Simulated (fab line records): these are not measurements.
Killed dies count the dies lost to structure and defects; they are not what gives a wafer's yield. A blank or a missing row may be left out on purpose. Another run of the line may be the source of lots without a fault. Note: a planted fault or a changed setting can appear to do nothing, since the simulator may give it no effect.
fab line records	flow nand_harc	part 2 of 2: steps 42 to 42 of 42
record: lots: 5	wafers: 14	last_day: 32
route steps=1302 shown A_ONON_D1@439 A_CHANNEL_HOLE_D1@450 END@1302
lots that met no fault: taken from a fault-free run of the same line
start_h: hours from the record's opening day to when the first of the lot's shown wafers began	wait_h: hours from the lot's prior step to this one	" unchanged from the row above	L1.1+2: one row covering several wafers at once	- no value present, or no start provided	* or withheld: withheld	< > ~ a bound
route shown NAME@n: NAME is a module with steps in the file, n the number in the route of the first one	usual: mean/standard deviation of fault-free wafers	same: alike in all rows	chamber/n: place in a boat	sites: readings site by site	_std_site: their standard deviation	_edge_site: outer sites' mean less inner sites'	radius_mm: for every site, how far away it sits from the centre of the wafer	mask NAME#n: copy n	behind: the tool/chamber that last shaped the wafer	hold: reason for holding the lot/hours on hold/outcome of the hold	device: transistor that didn't switch, given as n, p or np	end of line: tests of these same wafers at the route's end	a step with no rows: only its recipe	killed: dies lost to structure and defects at the first sort, not the wafer's yield	map: the dies of a wafer, with x for killed, . for not killed, _ for no die there
set.NAME: the setting that was run; set.NAME@STEP: the one run at that earlier step	model.NAME: the simulator's own value behind a step, which no gauge read
a table for each step, a row for each wafer; lots at some steps of the route
services: the hour from which a tool's chamber was out of use, counted from the record's first day as start_h (under 0 if before that day), plus the number of hours and why
== steps ==
step: NHARC_END_SORT_01
recipe: temp_c: 25
usual: killed_at_array: 56/21	killed_at_other: 1.2/1.6	killed_at_periphery: 3.7/2.5	killed_dies: 61/21	killed_open: 3.1/1.8	killed_short: 2.8/1.7
same: gross_dies: 677
lot.wafer	tool	chamber	start_h	wait_h	killed_at_array	killed_at_other	killed_at_periphery	killed_dies	killed_open	killed_short
L161.1	prober-02	0	600.77	2.5	66	0	2	68	2	3
L161.2	prober-02	0	601.54	2.7	60	0	2	62	4	1
L161.6	prober-02	0	604.62	3.9	72	2	2	76	4	2
L162.1	prober-02	0	634.08	2.4	78	5	3	86	2	2
L162.4	prober-02	0	636.49	3.4	86	0	2	88	3	4
L162.5	prober-02	0	637.29	3.7	68	0	5	73	5	2
L166.2	prober-02	0	672.49	2.8	51	0	2	53	2	5
L166.4	prober-02	0	674.06	3.4	674	1	2	677	3	1
L176.1	prober-02	0	772.46	2.5	48	1	3	52	1	4
L176.3	prober-02	0	774.03	3.1	64	0	4	68	4	2
L176.6	prober-02	0	776.40	3.9	60	1	1	62	0	2
L175.3	prober-01	0	774.03	3.1	90	3	2	95	1	8
L175.5	prober-01	0	775.64	3.7	71	2	5	78	4	3
L175.6	prober-01	0	776.44	4.0	79	3	4	86	3	4
killed by level:class
L161.1 A_CHANNEL_HOLE_D2:chamber_film_flake=30 A_SLIT:chamber_film_flake=21 A_SOURCE_PLATE:geometric_particle:short=2 A_CHANNEL_HOLE_D1:chamber_film_flake=2 A_CHANNEL_FILL_D2:chamber_film_flake=2 A_STAIRCASE:chamber_film_flake=2 A_CONTACT:chamber_film_flake=2 A_M0:chamber_film_flake=2
L161.2 A_SLIT:chamber_film_flake=28 A_CHANNEL_HOLE_D2:chamber_film_flake=23 A_CHANNEL_HOLE_D1:chamber_film_flake=2 A_STAIRCASE:chamber_film_flake=2 P_CONTACT:geometric_particle:open=1 A_ONON_D1:geometric_particle:open=1 A_CHANNEL_HOLE_D1:geometric_particle:open=1 A_DECK1_JOINT:geometric_particle:open=1
L161.6 A_CHANNEL_HOLE_D2:chamber_film_flake=36 A_SLIT:chamber_film_flake=23 A_CONTACT:chamber_film_flake=3 A_STAIRCASE:chamber_film_flake=2 A_M0:chamber_film_flake=2 P_GATE:geometric_particle:short=1 P_M2:geometric_particle:short=1 A_CHANNEL_HOLE_D1:geometric_particle:open=1
L162.1 A_CHANNEL_HOLE_D2:chamber_film_flake=32 A_SLIT:chamber_film_flake=27 A_CONTACT:chamber_film_flake=4 THIN_TSV:chamber_film_flake=4 A_DECK1_JOINT:chamber_film_flake=3 A_CHANNEL_HOLE_D1:chamber_film_flake=3 A_CHANNEL_FILL_D2:chamber_film_flake=3 P_GATE:chamber_film_flake=2
L162.4 A_CHANNEL_HOLE_D2:chamber_film_flake=37 A_SLIT:chamber_film_flake=24 A_CONTACT:chamber_film_flake=6 A_CHANNEL_HOLE_D1:chamber_film_flake=3 A_CHANNEL_FILL_D1:chamber_film_flake=3 A_WL_FILL:geometric_particle:short=2 A_DECK1_JOINT:chamber_film_flake=2 A_CHANNEL_FILL_D2:chamber_film_flake=2
L162.5 A_CHANNEL_HOLE_D2:chamber_film_flake=29 A_SLIT:chamber_film_flake=19 A_CONTACT:chamber_film_flake=5 A_CHANNEL_HOLE_D1:chamber_film_flake=4 P_CONTACT:geometric_particle:open=2 A_DECK1_JOINT:chamber_film_flake=2 A_WL_FILL:chamber_film_flake=2 A_ONON_D2:geometric_particle:short=1
L166.2 A_CHANNEL_HOLE_D1:chamber_film_flake=34 A_SLIT:chamber_film_flake=7 A_WL_FILL:chamber_film_flake=2 P_GATE:geometric_particle:open=1 A_SOURCE_PLATE:geometric_particle:short=1 A_CHANNEL_FILL_D1:geometric_particle:short=1 A_SGD_CUT:geometric_particle:short=1 A_WL_FILL:geometric_particle:short=1
L166.4 A_CHANNEL_HOLE_D1:area_dep=629 A_CHANNEL_HOLE_D1:chamber_film_flake=32 A_SLIT:chamber_film_flake=4 A_CONTACT:chamber_film_flake=2 A_STAIRCASE:chamber_film_flake=2 P_M0:geometric_particle:open=1 A_CHANNEL_FILL_D2:geometric_particle:short=1 A_CHANNEL_FILL_D2:geometric_particle:open=1
L176.1 A_SLIT:chamber_film_flake=25 A_CHANNEL_HOLE_D1:chamber_film_flake=13 A_CONTACT:chamber_film_flake=4 P_M2:geometric_particle:short=1 A_DECK1_JOINT:geometric_particle:short=1 A_CHANNEL_HOLE_D2:geometric_particle:short=1 A_WL_FILL:geometric_particle:short=1 A_M0:geometric_particle:open=1
L175.3 A_SLIT:chamber_film_flake=29 A_CHANNEL_HOLE_D2:chamber_film_flake=23 A_CHANNEL_HOLE_D1:chamber_film_flake=13 A_CONTACT:chamber_film_flake=11 A_M1:geometric_particle:short=3 THIN_TSV:chamber_film_flake=3 A_M0:chamber_film_flake=2 P_M0:geometric_particle:short=1
L176.3 A_SLIT:chamber_film_flake=30 A_CHANNEL_HOLE_D1:chamber_film_flake=17 A_SGD_CUT:chamber_film_flake=4 A_ZERO_WELL:chamber_film_flake=2 A_STAIRCASE:chamber_film_flake=2 A_WL_FILL:chamber_film_flake=2 A_CONTACT:chamber_film_flake=2 P_CONTACT:geometric_particle:open=1
L175.5 A_SLIT:chamber_film_flake=30 A_CHANNEL_HOLE_D2:chamber_film_flake=18 A_CHANNEL_HOLE_D1:chamber_film_flake=8 A_CONTACT:chamber_film_flake=8 A_WL_FILL:geometric_particle:open=2 THIN_TSV:chamber_film_flake=2 P_GATE:geometric_particle:short=1 P_CONTACT:geometric_particle:open=1
L176.6 A_SLIT:chamber_film_flake=34 A_CHANNEL_HOLE_D1:chamber_film_flake=15 A_SGD_CUT:chamber_film_flake=5 A_WL_FILL:chamber_film_flake=2 P_M1:geometric_particle:short=1 A_ONON_D1:geometric_particle:short=1 A_CHANNEL_HOLE_D2:chamber_film_flake=1 A_STAIRCASE:chamber_film_flake=1
L175.6 A_SLIT:chamber_film_flake=27 A_CHANNEL_HOLE_D2:chamber_film_flake=25 A_CHANNEL_HOLE_D1:chamber_film_flake=15 A_CONTACT:chamber_film_flake=5 THIN_TSV:chamber_film_flake=3 P_CONTACT:geometric_particle:short=1 P_CONTACT:geometric_particle:open=1 P_M0:geometric_particle:open=1
map L166.4 (x killed, . not)
____________x____________
_________xxxxxxx_________
_______xxxxxxxxxxx_______
______xxxxxxxxxxxxx______
_____xxxxxxxxxxxxxxx_____
____xxxxxxxxxxxxxxxxx____
____xxxxxxxxxxxxxxxxx____
___xxxxxxxxxxxxxxxxxxx___
___xxxxxxxxxxxxxxxxxxx___
__xxxxxxxxxxxxxxxxxxxxx__
__xxxxxxxxxxxxxxxxxxxxx__
_xxxxxxxxxxxxxxxxxxxxxxx_
_xxxxxxxxxxxxxxxxxxxxxxx_
_xxxxxxxxxxxxxxxxxxxxxxx_
_xxxxxxxxxxxxxxxxxxxxxxx_
_xxxxxxxxxxxxxxxxxxxxxxx_
xxxxxxxxxxxxxxxxxxxxxxxxx
xxxxxxxxxxxxxxxxxxxxxxxxx
xxxxxxxxxxxxxxxxxxxxxxxxx
xxxxxxxxxxxxxxxxxxxxxxxxx
xxxxxxxxxxxxxxxxxxxxxxxxx
_xxxxxxxxxxxxxxxxxxxxxxx_
_xxxxxxxxxxxxxxxxxxxxxxx_
_xxxxxxxxxxxxxxxxxxxxxxx_
_xxxxxxxxxxxxxxxxxxxxxxx_
_xxxxxxxxxxxxxxxxxxxxxxx_
__xxxxxxxxxxxxxxxxxxxxx__
__xxxxxxxxxxxxxxxxxxxxx__
___xxxxxxxxxxxxxxxxxxx___
___xxxxxxxxxxxxxxxxxxx___
____xxxxxxxxxxxxxxxxx____
____xxxxxxxxxxxxxxxxx____
_____xxxxxxxxxxxxxxx_____
______xxxxxxxxxxxxx______
_______xxxxxxxxxxx_______
_________xxxxxxx_________
____________x____________
map L161.6 (x killed, . not)
____________.____________
_________...x..._________
_______..........._______
______x............______
_____........xxxx..._____
____........xxxxxx...____
____..........xx.....____
___.........xxxxxxx...___
___........x..xxx.....___
__...........xxxx.x....__
__..........x.xxxx....x__
_.....x....xxxxx........_
_.........x....x..x....._
_........x.....xx......._
_.....................xx_
_.....x..............xxx_
...x...x.............x.xx
x..................x.x.x.
...x........x.......xxxx.
......................x..
......................x..
_........x............x._
_......................._
_......................._
_......................._
_......................._
__.....................__
__.....................__
___...................___
___...................___
____............x....____
____.................____
_____x.............._____
______.............______
_______...x......._______
_________......._________
____________.____________
== services ==
tool	chamber	start_h	hours	kind
rie_diel-07	0	224.38	-	clean
rie_diel-07	1	224.38	-	clean
rie_diel-07	2	224.38	-	clean
rie_diel-07	3	224.38	-	clean
rie_diel-05	-	229.63	9.0	pm
acl_dep-02	-	246.59	13.0	pm
rie_diel-07	0	248.88	-	clean
rie_diel-07	1	248.88	-	clean
rie_diel-07	2	248.88	-	clean
rie_diel-07	3	248.88	-	clean
rie_diel-07	-	253.45	0.7	repair
rie_diel-07	0	275.90	13.9	repair
rie_diel-07	-	294.35	9.0	pm
acl_dep-03	-	301.63	13.0	pm
rie_diel-05	0	307.80	3.0	repair
pecvd-01	-	311.00	13.0	pm
rie_diel-07	3	327.72	7.0	repair
rie_diel-01	0	340.62	2.5	repair
pecvd-01	2	358.90	8.7	repair
pecvd-03	-	366.35	13.0	pm
acl_dep-01	-	369.23	13.0	pm
har_etch-02	-	377.00	17.0	pm
rie_diel-01	-	381.03	9.0	pm
pecvd-03	2	384.68	16.1	repair
== key ==
first_sign: step: NHARC_END_SORT_01	reading: killed_at_array	direction: up	sigmas: 29	usual: 56	struck: 674
effect: step: NHARC_END_SORT_01	reading: killed_dies	direction: up	sigmas: 29	usual: 61	struck: 677
more_kills_born_at: NHARC_A_CHANNEL_HOLE_D1_DEP_01@pecvd-03: 629
met_at NHARC_A_CHANNEL_HOLE_D1_DEP_01
struck_wafers L166.4
later_rows_left_out L166.4
tester_left_out L166
onset_between 234.62 289.10
fault: kind: process_parameter_drift	tool: pecvd-03	chamber: -	onset_h: 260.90	steps: NHARC_A_CHANNEL_HOLE_D1_DEP_01	channel: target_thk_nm	offset: 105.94	shape: step	end_h: 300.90	scope: struck_wafers_only	acts_in: these_recipes_only	stated: 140
tester_left_out: of these lots the tester's yield and bins aren't shown, on N5 and GAA mostly nor the transistor test; their killed dies are dies lost to structure and defects alone, not to doping, threshold or leakage, so they don't give the yield
later_rows_left_out: the simulator's readings of these wafers behind a module that went badly wrong aren't trusted and aren't shown, but for the sort
